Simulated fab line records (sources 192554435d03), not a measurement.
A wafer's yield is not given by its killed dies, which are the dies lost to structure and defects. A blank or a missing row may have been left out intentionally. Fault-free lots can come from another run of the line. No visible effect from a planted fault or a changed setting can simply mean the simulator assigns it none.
Chamber matching || flow n5 finfet || 4 sister chambers for N5_BEOL_M5_ETCH_75 on rie diel-01
The step etches underlayer in N2/H2, target depth 6.5 nm, time 5.2 s. 27 wafers are shown with their chamber, then 12 later ones without.

WAFERS WITH THEIR CHAMBER
{"wafer": "L074.1", "chamber": 3, "showerhead plenum p Torr (Torr)": 2.59, "drypump motor current A (A)": 5.4, "throttle valve pct (%)": 17.71}
{"wafer": "L074.2", "chamber": 0, "showerhead plenum p Torr (Torr)": 2.70, "drypump motor current A (A)": 5.1, "throttle valve pct (%)": 17.91}
{"wafer": "L074.6", "chamber": 1, "showerhead plenum p Torr (Torr)": 2.70, "drypump motor current A (A)": 6.0, "throttle valve pct (%)": 17.35}
{"wafer": "L076.1", "chamber": 1, "showerhead plenum p Torr (Torr)": 2.70, "drypump motor current A (A)": 6.0, "throttle valve pct (%)": 17.32}
{"wafer": "L076.2", "chamber": 3, "showerhead plenum p Torr (Torr)": 2.59, "drypump motor current A (A)": 5.4, "throttle valve pct (%)": 17.74}
{"wafer": "L076.4", "chamber": 0, "showerhead plenum p Torr (Torr)": 2.70, "drypump motor current A (A)": 5.1, "throttle valve pct (%)": 17.90}
{"wafer": "L078.3", "chamber": 0, "showerhead plenum p Torr (Torr)": 2.70, "drypump motor current A (A)": 5.1, "throttle valve pct (%)": 17.91}
{"wafer": "L078.5", "chamber": 0, "showerhead plenum p Torr (Torr)": 2.70, "drypump motor current A (A)": 5.0, "throttle valve pct (%)": 17.91}
{"wafer": "L078.6", "chamber": 3, "showerhead plenum p Torr (Torr)": 2.59, "drypump motor current A (A)": 5.4, "throttle valve pct (%)": 17.73}
{"wafer": "L077.2", "chamber": 0, "showerhead plenum p Torr (Torr)": 2.70, "drypump motor current A (A)": 5.1, "throttle valve pct (%)": 17.90}
{"wafer": "L077.5", "chamber": 0, "showerhead plenum p Torr (Torr)": 2.70, "drypump motor current A (A)": 5.1, "throttle valve pct (%)": 17.92}
{"wafer": "L077.6", "chamber": 1, "showerhead plenum p Torr (Torr)": 2.70, "drypump motor current A (A)": 6.0, "throttle valve pct (%)": 17.35}
{"wafer": "L084.2", "chamber": 0, "showerhead plenum p Torr (Torr)": 2.69, "drypump motor current A (A)": 5.1, "throttle valve pct (%)": 17.97}
{"wafer": "L084.3", "chamber": 1, "showerhead plenum p Torr (Torr)": 2.69, "drypump motor current A (A)": 6.0, "throttle valve pct (%)": 17.37}
{"wafer": "L084.6", "chamber": 0, "showerhead plenum p Torr (Torr)": 2.69, "drypump motor current A (A)": 5.1, "throttle valve pct (%)": 17.93}
{"wafer": "L083.2", "chamber": 3, "showerhead plenum p Torr (Torr)": 2.58, "drypump motor current A (A)": 5.4, "throttle valve pct (%)": 17.80}
{"wafer": "L083.5", "chamber": 2, "showerhead plenum p Torr (Torr)": 2.50, "drypump motor current A (A)": 5.5, "throttle valve pct (%)": 17.67}
{"wafer": "L083.6", "chamber": 1, "showerhead plenum p Torr (Torr)": 2.69, "drypump motor current A (A)": 6.0, "throttle valve pct (%)": 17.37}
{"wafer": "L085.1", "chamber": 3, "showerhead plenum p Torr (Torr)": 2.58, "drypump motor current A (A)": 5.4, "throttle valve pct (%)": 17.77}
{"wafer": "L085.5", "chamber": 1, "showerhead plenum p Torr (Torr)": 2.69, "drypump motor current A (A)": 6.0, "throttle valve pct (%)": 17.38}
{"wafer": "L085.6", "chamber": 0, "showerhead plenum p Torr (Torr)": 2.69, "drypump motor current A (A)": 5.1, "throttle valve pct (%)": 17.92}
{"wafer": "L086.1", "chamber": 3, "showerhead plenum p Torr (Torr)": 2.58, "drypump motor current A (A)": 5.4, "throttle valve pct (%)": 17.76}
{"wafer": "L086.2", "chamber": 2, "showerhead plenum p Torr (Torr)": 2.50, "drypump motor current A (A)": 5.5, "throttle valve pct (%)": 17.67}
{"wafer": "L086.3", "chamber": 1, "showerhead plenum p Torr (Torr)": 2.69, "drypump motor current A (A)": 5.9, "throttle valve pct (%)": 17.38}
{"wafer": "L089.1", "chamber": 1, "showerhead plenum p Torr (Torr)": 2.68, "drypump motor current A (A)": 6.0, "throttle valve pct (%)": 17.39}
{"wafer": "L089.2", "chamber": 2, "showerhead plenum p Torr (Torr)": 2.50, "drypump motor current A (A)": 5.6, "throttle valve pct (%)": 17.69}
{"wafer": "L089.5", "chamber": 0, "showerhead plenum p Torr (Torr)": 2.68, "drypump motor current A (A)": 5.0, "throttle valve pct (%)": 17.95}

SIGNATURES, as means of the wafers listed above
{"reading": "showerhead plenum p Torr", "chamber 0": 2.6950, "chamber 1": 2.6925, "chamber 2": 2.5000, "chamber 3": 2.5850, "scatter within a chamber": 0.00643}
{"reading": "drypump motor current A", "chamber 0": 5.080, "chamber 1": 5.987, "chamber 2": 5.533, "chamber 3": 5.400, "scatter within a chamber": 0.037}
{"reading": "throttle valve pct", "chamber 0": 17.9220, "chamber 1": 17.3637, "chamber 2": 17.6767, "chamber 3": 17.7517, "scatter within a chamber": 0.0242}
Rule: a wafer's distance from a chamber is the root of the sum, over the readings, of the square of ((its reading less the chamber's mean) divided by the reading's scatter). If the next closest chamber is less than 2 further off than the closest, the wafer can't be placed; otherwise it belongs to the closest. How the scatter is found: for the shown wafers, subtract from each reading the mean of its chamber, square and add these, divide the total by (wafers less chambers), then take the root.

WAFERS WITHOUT THEIR CHAMBER
{"wafer": "L091.2", "showerhead plenum p Torr (Torr)": 2.68, "drypump motor current A (A)": 6.0, "throttle valve pct (%)": 17.39}
{"wafer": "L091.4", "showerhead plenum p Torr (Torr)": 2.50, "drypump motor current A (A)": 5.6, "throttle valve pct (%)": 17.70}
{"wafer": "L091.5", "showerhead plenum p Torr (Torr)": 2.57, "drypump motor current A (A)": 5.4, "throttle valve pct (%)": 17.81}
{"wafer": "L093.1", "showerhead plenum p Torr (Torr)": 2.50, "drypump motor current A (A)": 5.5, "throttle valve pct (%)": 17.71}
{"wafer": "L093.3", "showerhead plenum p Torr (Torr)": 2.68, "drypump motor current A (A)": 6.0, "throttle valve pct (%)": 17.40}
{"wafer": "L093.6", "showerhead plenum p Torr (Torr)": 2.57, "drypump motor current A (A)": 5.4, "throttle valve pct (%)": 17.80}
{"wafer": "L094.2", "showerhead plenum p Torr (Torr)": 2.68, "drypump motor current A (A)": 5.1, "throttle valve pct (%)": 17.97}
{"wafer": "L094.3", "showerhead plenum p Torr (Torr)": 2.49, "drypump motor current A (A)": 5.5, "throttle valve pct (%)": 17.70}
{"wafer": "L094.5", "showerhead plenum p Torr (Torr)": 2.57, "drypump motor current A (A)": 5.4, "throttle valve pct (%)": 17.82}
{"wafer": "L097.1", "showerhead plenum p Torr (Torr)": 2.49, "drypump motor current A (A)": 5.6, "throttle valve pct (%)": 17.72}
{"wafer": "L097.2", "showerhead plenum p Torr (Torr)": 2.68, "drypump motor current A (A)": 5.1, "throttle valve pct (%)": 17.98}
{"wafer": "L097.3", "showerhead plenum p Torr (Torr)": 2.57, "drypump motor current A (A)": 5.4, "throttle valve pct (%)": 17.82}

EACH ONE'S CHAMBER
{"wafer": "L091.2", "from the rows above": 1, "in truth": 1}
{"wafer": "L091.4", "from the rows above": 2, "in truth": 2}
{"wafer": "L091.5", "from the rows above": 3, "in truth": 3}
{"wafer": "L093.1", "from the rows above": 2, "in truth": 2}
{"wafer": "L093.3", "from the rows above": 1, "in truth": 1}
{"wafer": "L093.6", "from the rows above": 3, "in truth": 3}
{"wafer": "L094.2", "from the rows above": 0, "in truth": 0}
{"wafer": "L094.3", "from the rows above": 2, "in truth": 2}
{"wafer": "L094.5", "from the rows above": 3, "in truth": 3}
{"wafer": "L097.1", "from the rows above": 2, "in truth": 2}
{"wafer": "L097.2", "from the rows above": 0, "in truth": 0}
{"wafer": "L097.3", "from the rows above": 3, "in truth": 3}
Placed correctly: 12 of 12. From these rows, 0 cannot be placed. Number placed wrongly: 0.
